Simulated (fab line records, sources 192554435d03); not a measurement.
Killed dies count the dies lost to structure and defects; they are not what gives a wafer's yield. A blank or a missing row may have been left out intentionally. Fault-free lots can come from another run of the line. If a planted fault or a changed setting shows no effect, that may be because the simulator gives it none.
Struck lot and sound lot, side by side :: flow n5 finfet :: 14 out of 1938 route steps
Sound: the wafers L839.1, L839.4, L839.6. Struck: wafers L842.5, L842.6. (L842.4 of the same lot was not struck and is left out.) The cause comes at the end.
Per side, at each step with rows, come the tool, then ch with its chambers, and then its first start. Under that, the readings that differ: sound wafers :: struck wafers :: difference of the means :: sigmas: that difference in standard deviations of wafers without a fault.
alike: same words and numbers on both sides, and readings whose means sit less than 2 such deviations apart. not compared: any withheld reading, any reading some wafer has no value for, any bound like >300 that may hide the same value, and any number with overlapping values for which the record gives no deviation.
A row with sigmas, a row that says differs or no value, or rows on one side alone: a step with any of these is where the two part. Non-overlapping numbers with no deviation appear without sigmas and do not part them. Lack of a reading on every wafer of one side parts them only where that side has two or more wafers.

first, 2 steps without rows for these wafers: N5_BEOL_M15_DEVELOP_27 (develop time 45 s); N5_BEOL_M15_HARDBAKE_32 (time 120 s).
N5_BEOL_M15_CD_MEAS_28: target cd 407.6 nm.
  sound on cd sem-01 ch 0, day 12 17:59; struck on cd sem-02 ch 0, day 13 20:20
  alike: cd nm
N5_BEOL_M15_OVL_MEAS_29:
  sound on overlay-01 ch 0, day 12 18:01; struck on overlay-01 ch 0, day 13 20:22
  alike: M15_OVL
N5_BEOL_M15_INSPECT_30: inspects for defects (macro).
  struck on defect inspect-01, day 13 20:23; sound on defect inspect-01, day 12 18:02
  alike: raw defect count
then, 1 step without rows for these wafers: N5_BEOL_M15_DESCUM_33 (chemistry O2, time 7.9 s).
N5_BEOL_M15_ETCH_61: etches BARC in N2/H2, target depth 89 nm, overetch 26.7 nm, time 67.9 s.
  sound on rie diel-03 ch 0,2,3, day 12 18:07; struck on rie diel-02 ch 0,1, day 13 20:28
  alike: drypump motor current A, oes product au, rf vpp V, showerhead plenum p Torr, throttle valve pct
  not compared: rf hours counter h
N5_BEOL_M15_TRENCH_ETCH_34: etches SiO2 in C4F8/O2/Ar, target depth 872.93 nm, time 199 s.
  sound on rie diel-03 ch 0,2,3, day 12 18:10; struck on rie diel-02 ch 0,1, day 13 20:31
  alike: drypump motor current A, oes product au, rf vpp V, showerhead plenum p Torr, throttle valve pct
  not compared: rf hours counter h
N5_BEOL_M15_STRIP_36: strips in O2.
  sound on rie diel-03 ch 2,3, day 12 21:01; struck on rie diel-03 ch 0,3, day 13 21:29
  alike: drypump motor current A, oes product au, rf vpp V, showerhead plenum p Torr, throttle valve pct
  not compared: rf hours counter h
N5_BEOL_M15_STRIP_62: strips in O2.
  sound: rie diel-03 ch 2,3; struck: rie diel-03 ch 0,3
  alike: drypump motor current A, oes product au, rf vpp V, showerhead plenum p Torr, throttle valve pct
  not compared: rf hours counter h
N5_BEOL_M15_STRIP_37: strips in O2.
  sound: rie diel-03 ch 2,3; struck: rie diel-03 ch 0,3
  alike: drypump motor current A, oes product au, rf vpp V, showerhead plenum p Torr, throttle valve pct
  not compared: rf hours counter h
N5_BEOL_M15_ETCH_38: etches SiCN in CF4/N2, target depth 106.4 nm, time 120.5 s.
  sound on rie diel-03 ch 2,3, day 12 21:08; struck on rie diel-03 ch 0,3, day 13 21:37
reading: model.etch.depth nm (nm)
sound: 94.66 97.17 97.66
struck: 125.8 128.9
difference: +30.9
sigmas: 
  alike: drypump motor current A, oes product au, rf vpp V, showerhead plenum p Torr, throttle valve pct
  not compared: rf hours counter h
then, 2 steps without rows for these wafers: N5_BEOL_M15_PRECLEAN_39 (cleans in residue remover, time 60 s); N5_PASSIVATION_PROBE_49.

## WHERE THEY PART
Nowhere in this record.

WHY: the cause the simulator had injected
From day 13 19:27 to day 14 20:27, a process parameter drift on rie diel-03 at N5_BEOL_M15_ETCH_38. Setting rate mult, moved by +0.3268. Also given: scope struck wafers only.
